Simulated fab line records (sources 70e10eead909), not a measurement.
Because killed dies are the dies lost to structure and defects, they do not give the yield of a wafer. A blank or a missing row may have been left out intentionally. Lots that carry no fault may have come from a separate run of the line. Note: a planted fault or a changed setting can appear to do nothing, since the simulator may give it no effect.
A lot that was struck, set against a sound lot / flow nand-harc / 44 out of 1159 route steps
Sound: the wafers L602.1, L602.2, L602.5. The struck wafers were L610.1, L610.3, L610.6. The cause comes at the end.
Order at every step that has rows: each side's tool, ch and its chambers, its first start. Under that, the readings that differ: sound wafers / struck wafers / difference of the means / sigmas: that difference in standard deviations of wafers without a fault.
alike: words and numbers the same on both sides, and readings whose means are apart by under 2 such deviations; not compared: readings that were withheld, readings missing a value for some wafer, numbers with overlapping values and no deviation given by the record, and bounds like >300 which may hide the same value.
The two part at a step that has a row with sigmas, a row that says differs or no value, or rows on one side only. Non-overlapping numbers with no deviation appear without sigmas and do not part them. A reading that every wafer of one side lacks parts them only if that side has two wafers or more.

first, 7 steps without rows for these wafers: NHARC_P_ZERO_WELL_COAT_64 (time 65 s); NHARC_P_ZERO_WELL_COAT_05 (resist thk 600 nm); NHARC_P_ZERO_WELL_SOFTBAKE_06 (time 70 s); NHARC_P_ZERO_WELL_EBR_07; NHARC_P_ZERO_WELL_EXPOSE_08 (exposes mask P ZERO, target cd 500 nm); NHARC_P_ZERO_WELL_PEB_09 (peb time 80 s); NHARC_P_ZERO_WELL_DEVELOP_10 (time 50 s).
NHARC_P_ZERO_WELL_CD_MEAS_11 targets a cd of 500 nm.
  sound on cd-sem-03 ch 0, day 3 01:29; struck on cd-sem-02 ch 0, day 5 01:07
  alike: cd-nm
then, 1 step without rows for these wafers: NHARC_P_ZERO_WELL_HARDBAKE_12 (time 65 s).
NHARC_P_ZERO_WELL_DESCUM_13: chemistry O2, time 3 s.
  sound on rie-diel-10 ch 2,3, day 3 01:38; struck on rie-diel-01 ch 2,3, day 5 01:17
  alike: drypump-motor-current-A, oes-product-au, rf-vpp-V, showerhead-plenum-p-Torr, throttle-valve-pct
  not compared: rf-hours-counter-h
NHARC_P_ZERO_WELL_ETCH_65: etches the open film in N2/H2, target depth 80 nm, overetch 24 nm, time 87.88 s.
  sound on rie-diel-10 ch 0,3, day 3 01:43; struck on rie-diel-01 ch 1,3, day 5 01:22
  alike: drypump-motor-current-A, oes-product-au, rf-vpp-V, showerhead-plenum-p-Torr, throttle-valve-pct
  not compared: rf-hours-counter-h
NHARC_P_ZERO_WELL_ETCH_62: etches the open film in CHF3/Ar, target depth 13 nm, time 6.5 s.
  sound on rie-diel-10 ch 0,2; struck on rie-diel-01 ch 0,3
  alike: drypump-motor-current-A, oes-product-au, rf-vpp-V, showerhead-plenum-p-Torr, throttle-valve-pct
  not compared: rf-hours-counter-h
NHARC_P_ZERO_WELL_ETCH_63: etches the open film in HBr/Cl2, target depth 120 nm, time 40.1 s.
  sound on rie-si-01 ch 0,1,3, day 3 01:55; struck on rie-si-01 ch 0,3, day 5 01:32
reading=oes-product-au (a.u.); sound=1.012 1.013 0.994; struck=1.281 1.289 1.292; difference=+0.281; sigmas=+28
  alike: drypump-motor-current-A, throttle-valve-pct
  not compared: rf-hours-counter-h
then, 9 steps without rows for these wafers: NHARC_P_ZERO_WELL_STRIP_15 (strips in SPM, time 900 s); NHARC_P_ZERO_WELL_DEHYDRATE_16 (time 120 s); NHARC_P_ZERO_WELL_HMDS_17 (time 30 s); NHARC_P_ZERO_WELL_COAT_18; NHARC_P_ZERO_WELL_SOFTBAKE_19 (time 95 s); NHARC_P_ZERO_WELL_EBR_20; NHARC_P_ZERO_WELL_EXPOSE_21 (exposes mask P NWELL, target cd 720 nm); NHARC_P_ZERO_WELL_PEB_22 (peb time 85 s); NHARC_P_ZERO_WELL_DEVELOP_23 (time 70 s).
NHARC_P_ZERO_WELL_CD_MEAS_24 targets a cd of 720 nm.
  sound on cd-sem-03 ch 0, day 3 02:50; struck on cd-sem-03 ch 0, day 5 02:28
  alike: cd-nm
then, 1 step without rows for these wafers: NHARC_P_ZERO_WELL_HARDBAKE_25 (time 80 s).
NHARC_P_ZERO_WELL_DESCUM_26: chemistry O2, time 3 s.
  sound on rie-diel-10 ch 2,3, day 3 02:59; struck on rie-diel-03 ch 1,3, day 5 02:37
  alike: drypump-motor-current-A, oes-product-au, rf-vpp-V, showerhead-plenum-p-Torr, throttle-valve-pct
  not compared: rf-hours-counter-h
then, 12 steps without rows for these wafers: NHARC_P_ZERO_WELL_IMPLANT_27; NHARC_P_ZERO_WELL_IMPLANT_57; NHARC_P_ZERO_WELL_IMPLANT_58; NHARC_P_ZERO_WELL_STRIP_28 (strips in SPM, time 840 s); NHARC_P_ZERO_WELL_DEHYDRATE_29 (time 120 s); NHARC_P_ZERO_WELL_HMDS_30 (time 30 s); NHARC_P_ZERO_WELL_COAT_31; NHARC_P_ZERO_WELL_SOFTBAKE_32 (time 95 s); NHARC_P_ZERO_WELL_EBR_33; NHARC_P_ZERO_WELL_EXPOSE_34 (exposes mask P PWELL, target cd 720 nm); NHARC_P_ZERO_WELL_PEB_35 (peb time 85 s); NHARC_P_ZERO_WELL_DEVELOP_36 (time 70 s).
NHARC_P_ZERO_WELL_CD_MEAS_37 targets a cd of 720 nm.
  sound on cd-sem-01 ch 0, day 3 04:28; struck on cd-sem-02 ch 0, day 5 04:06
  alike: cd-nm
then, 1 step without rows for these wafers: NHARC_P_ZERO_WELL_HARDBAKE_38 (time 80 s).
NHARC_P_ZERO_WELL_DESCUM_39: chemistry O2, time 3 s.
  sound on rie-diel-10 ch 0,1, day 3 04:38; struck on rie-diel-03 ch 1,2, day 5 04:16
reading=showerhead-plenum-p-Torr (Torr); sound=2.04 1.90 2.04; struck=1.80 1.79 1.80; difference=-0.20; sigmas=-3
  alike: drypump-motor-current-A, oes-product-au, rf-vpp-V, throttle-valve-pct
  not compared: rf-hours-counter-h
then, 2 steps without rows for these wafers: NHARC_P_ZERO_WELL_IMPLANT_40; NHARC_P_ZERO_WELL_IMPLANT_59.
-- here the record skips 5 days between the struck wafers' starts before and after, leaving off in module P_ZERO_WELL and picking up in module P_M0 (first step shown: number 266 of the route) --
NHARC_P_M0_DESCUM_14: chemistry O2, time 3 s.
  sound on rie-diel-03 ch 0,3, day 7 00:24; struck on rie-diel-03 ch 0,1,2, day 9 21:42
reading=model.P_M0.cd-nm (nm); sound=89.81 90.43 89.9; struck=92.11 91.49 91.63; difference=+1.70; sigmas=
  alike: drypump-motor-current-A, oes-product-au, rf-vpp-V, showerhead-plenum-p-Torr, throttle-valve-pct
  not compared: rf-hours-counter-h
NHARC_P_M0_ETCH_15: etches the open film in C4F8/Ar, target depth 150 nm, overetch 15 nm, time 82.5 s.
  sound on rie-diel-03 ch 0,1,3; struck on rie-diel-03 ch 0,1,2
reading=model.P_M0.cd-nm (nm); sound=89.83 90.13 90.23; struck=91.24 90.78 90.79; difference=+0.87; sigmas=
  alike: oes-product-au, rf-vpp-V
  not compared: rf-hours-counter-h

== WHERE THEY PART ==
At NHARC_P_ZERO_WELL_ETCH_63 first; at NHARC_P_ZERO_WELL_DESCUM_39 last (within this record only). Later steps at which nothing parts them and some readings are alike: NHARC_P_M0_DESCUM_14, NHARC_P_M0_ETCH_15.

WHY: the cause the simulator had injected
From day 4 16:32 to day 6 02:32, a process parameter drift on rie-si-01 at NHARC_P_ZERO_WELL_ETCH_63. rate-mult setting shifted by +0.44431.
